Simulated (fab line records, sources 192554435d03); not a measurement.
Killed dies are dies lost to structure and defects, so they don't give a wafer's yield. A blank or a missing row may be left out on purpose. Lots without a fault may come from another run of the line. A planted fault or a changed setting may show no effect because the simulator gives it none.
Chamber matching | flow n5_finfet | N5_BEOL_M3_ETCH_63 on rie_diel-04: 4 sister chambers
The step etches SiARC in CF4, target depth 15.6 nm, time 26 s. 4 wafers are shown with their chamber, then 8 later ones without.

WAFERS WITH THEIR CHAMBER
wafer  | chamber | showerhead_plenum_p_Torr (Torr)
L083.4 | 0       | 2.25
L085.1 | 1       | 2.13
L085.4 | 2       | 2.20
L087.2 | 3       | 2.14

WAFERS WITHOUT THEIR CHAMBER
wafer  | showerhead_plenum_p_Torr (Torr)
L087.4 | 2.20
L087.6 | 2.14
L091.2 | 2.13
L091.4 | 2.24
L091.5 | 2.13
L093.2 | 2.24
L093.3 | 2.13
L093.4 | 2.13

WHICH CHAMBER EACH WENT THROUGH
wafer  | from the rows above | in truth
L087.4 | 2                   | 2
L087.6 | 3                   | 3
L091.2 | 1                   | 1
L091.4 | 0                   | 0
L091.5 | 1                   | 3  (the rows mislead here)
L093.2 | 0                   | 0
L093.3 | 1                   | 1
L093.4 | 1                   | 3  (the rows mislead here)
Placed correctly: 6 of 8. Can't be placed from these rows: 0. Placed wrongly: 2.
How it was worked out, from the rows above alone: a wafer's distance from a chamber is the root of the sum, over the readings, of the square of ((its reading less the chamber's mean) divided by the reading's scatter). The wafer belongs to the nearest chamber; if the next one is less than 2 further off, it can't be placed. A chamber's mean is the mean of its shown wafers. The scatter: with one shown wafer a chamber, the root of the mean of the squares of how far each hidden wafer lies from its nearest shown one.
